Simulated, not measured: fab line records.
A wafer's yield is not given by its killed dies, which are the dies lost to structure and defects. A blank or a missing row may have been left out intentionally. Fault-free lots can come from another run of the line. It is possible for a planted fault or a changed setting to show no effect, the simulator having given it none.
What tool caused it?    flow nandHarc    12 lots, 36 wafers sampled, at 2 steps of a route of 1302

== WHAT THE GAUGES SHOWED, per wafer ==
NHARC_A_ONON_D1_THK_MEAS_21: measures by ellipsometry.
lot   measured      on            thkNm (nm)
L075  day 8 21:23   filmMetro-01  1003 1003 1001
L077  day 9 18:29   filmMetro-02  992 992 992
L079  day 10 07:44  filmMetro-02  997 998 1000
L080  day 11 03:44  filmMetro-02  1002 1003 1002
L083  day 12 05:11  filmMetro-01  1001 999 1002
L085  day 13 04:29  filmMetro-02  1004 1004 1004
L086  day 13 12:06  filmMetro-02  975 972 974
L089  day 14 08:59  filmMetro-02  1000 1000 1000
L091  day 15 11:18  filmMetro-02  983 982 985
L093  day 16 02:18  filmMetro-02  1008 1008 1009
L095  day 17 15:30  filmMetro-02  1014 1014 1013
L097  day 18 06:44  filmMetro-02  1000 999 1002

== WHICH TOOL RAN EACH LOT (tool, then ch and the chambers of the sampled wafers, then the start) ==
lot   NHARC_P_BONDPAD_STRIP_15
L075  rieDiel-07 ch 1,2, day 7 04:46
L077  rieDiel-05 ch 0,2,3, day 8 04:38
L079  rieDiel-05 ch 0,1,3, day 8 19:56
L080  rieDiel-05 ch 0,3, day 9 12:31
L083  rieDiel-07 ch 1,2,3, day 10 17:19
L085  rieDiel-07 ch 0,3, day 11 14:39
L086  rieDiel-07 ch 1,2,3, day 11 22:54
L089  rieDiel-05 ch 0,1,2, day 12 18:53
L091  rieDiel-07 ch 0,2,3, day 13 18:50
L093  rieDiel-07 ch 0,2,3, day 14 12:02
L095  rieDiel-05 ch 2,3, day 15 10:56
L097  rieDiel-12 ch 1,3, day 16 01:36
- NHARC_P_BONDPAD_STRIP_15: strips in O2.

== THE ANSWER, worked out from the rows above alone ==
Rule: usual is defined by the lots themselves. The widest of any qualifying gaps counts: lots, ordered by their means at a reading, are off when they make up no more than a third of the lots, leave a main group of 4 or more, and stand apart from it by 3 or more times the standard deviation of that group's means. If all means in a main group match to the digits the tables above print for the reading, that group is not used. A lot without any number at a reading at which 4 lots or more have one is off too. Where the step has rows for the other lots, those lots are counted as sound.
None of the lots is off at any reading shown; this tells nothing.

== WHAT THE SIMULATOR PUT IN ==
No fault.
